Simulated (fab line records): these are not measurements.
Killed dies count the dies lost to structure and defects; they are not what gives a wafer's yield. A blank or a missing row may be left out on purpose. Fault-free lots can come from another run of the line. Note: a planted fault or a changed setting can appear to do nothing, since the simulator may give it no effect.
Matching of chambers / flow n5Finfet / 3 sister chambers for N5_BEOL_M0_PRE_CLEAN_131 on cvdCo-02
The step time 15 s. 3 wafers are shown with their chamber, then 12 later ones without.

WAFERS WITH THEIR CHAMBER
wafer=L090.6; chamber=1; heaterPowerW (W)=87
wafer=L092.4; chamber=0; heaterPowerW (W)=83
wafer=L092.5; chamber=2; heaterPowerW (W)=100

WAFERS WHOSE CHAMBER IS MISSING
wafer=L091.2; heaterPowerW (W)=101
wafer=L091.4; heaterPowerW (W)=84
wafer=L091.6; heaterPowerW (W)=104
wafer=L093.1; heaterPowerW (W)=99
wafer=L093.2; heaterPowerW (W)=84
wafer=L093.6; heaterPowerW (W)=84
wafer=L096.1; heaterPowerW (W)=101
wafer=L096.2; heaterPowerW (W)=85
wafer=L096.4; heaterPowerW (W)=84
wafer=L097.1; heaterPowerW (W)=101
wafer=L097.2; heaterPowerW (W)=84
wafer=L097.4; heaterPowerW (W)=83

THE CHAMBER EACH PASSED THROUGH
wafer=L091.2; from the rows above=2; in truth=2
wafer=L091.4; from the rows above=can't be placed: 0 or 1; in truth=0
wafer=L091.6; from the rows above=2; in truth=2
wafer=L093.1; from the rows above=2; in truth=2
wafer=L093.2; from the rows above=can't be placed: 0 or 1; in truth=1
wafer=L093.6; from the rows above=can't be placed: 0 or 1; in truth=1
wafer=L096.1; from the rows above=2; in truth=2
wafer=L096.2; from the rows above=can't be placed: 0 or 1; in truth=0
wafer=L096.4; from the rows above=can't be placed: 0 or 1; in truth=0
wafer=L097.1; from the rows above=2; in truth=2
wafer=L097.2; from the rows above=can't be placed: 0 or 1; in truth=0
wafer=L097.4; from the rows above=0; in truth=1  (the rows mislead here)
5 of 12 placed correctly. Not placeable from these rows: 6 (in 6, the candidates include the true chamber). Number placed wrongly: 1.
How it was worked out, from the rows above alone: a wafer's distance from a chamber is the root of the sum, over the readings, of the square of ((its reading less the chamber's mean) divided by the reading's scatter). If the next closest chamber is less than 2 further off than the closest, the wafer can't be placed; otherwise it belongs to the closest. The mean given for a chamber averages the wafers shown for that chamber. The scatter (one wafer shown for each chamber): square how far every hidden wafer sits from the nearest shown wafer, average those squares and take the square root.
